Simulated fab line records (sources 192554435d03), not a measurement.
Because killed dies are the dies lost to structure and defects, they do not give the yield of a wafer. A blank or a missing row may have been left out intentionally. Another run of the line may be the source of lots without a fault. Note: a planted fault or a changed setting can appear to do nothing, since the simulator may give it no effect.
A single fault, viewed from 2 desks ; flow n5 finfet ; every desk sees just its own numbers, and what lay behind them comes last

## DESK OF THE TOOL OWNER: pvd sputter-01
The tool's own readings at N5_BEOL_M4_HM_DEP_02 (deposits TiN, target thk 20 nm): means of the sampled wafers that have a number, for each lot that ran on this tool. Any lot whose mean is over 4 standard deviations away from the usual mean is out of limits and marked OUT; that distance is given in the brackets.
Columns: A = throttle valve pct at N5_BEOL_M4_HM_DEP_02, usual 30.4 %
lot;first seen here;A
L821;day 9 23:50;30.3
L831;day 13 00:08;30.2
L833;day 13 03:52;30.7
This desk's verdict: no lot among the 3 shows anything out of limits.

## AT THE METROLOGY DESK
Means of the sampled wafers that have a number, per lot and without regard to the tool the lot ran on: this is what the gauges read. Any lot whose mean is over 4 standard deviations away from the usual mean is out of limits and marked OUT; that distance is given in the brackets. It has 10 readings; the 7 that lie furthest out on some lot are the ones shown.
Columns: A = DIBL_P at N5_BEOL_M4_RC_MEAS_101, usual 36.1 mV/V; B = IOFF_N at N5_BEOL_M4_RC_MEAS_101, usual 0.16 nA/um; C = IOFF_P at N5_BEOL_M4_RC_MEAS_101, usual 0.22 nA/um; D = ION_N at N5_BEOL_M4_RC_MEAS_101, usual 675 uA/um; E = SS_P at N5_BEOL_M4_RC_MEAS_101, usual 73.2 mV/dec; F = VT_N at N5_BEOL_M4_RC_MEAS_101, usual 250 mV; G = VT_P at N5_BEOL_M4_RC_MEAS_101, usual -249 mV
lot;first seen here;A;B;C;D;E;F;G
L821;day 10 11:17;36.2;0.16;0.20;685;73.4;247;-250
L830;day 13 05:05;37.1;0.17;0.22;677;73.7;251;-250
L831;day 13 09:39;30.9;0.11;0.17;658;72.2;256;-252
L833;day 13 10:34;34.6;0.14;0.19;666;73.3;252;-252
This desk's verdict: no lot among the 4 shows anything out of limits.

## BROUGHT TOGETHER
The desk of the tool owner found nothing out of limits.
Nothing out of limits was seen by the metrology desk.

## WHAT HAD BEEN PUT IN BY THE SIMULATOR
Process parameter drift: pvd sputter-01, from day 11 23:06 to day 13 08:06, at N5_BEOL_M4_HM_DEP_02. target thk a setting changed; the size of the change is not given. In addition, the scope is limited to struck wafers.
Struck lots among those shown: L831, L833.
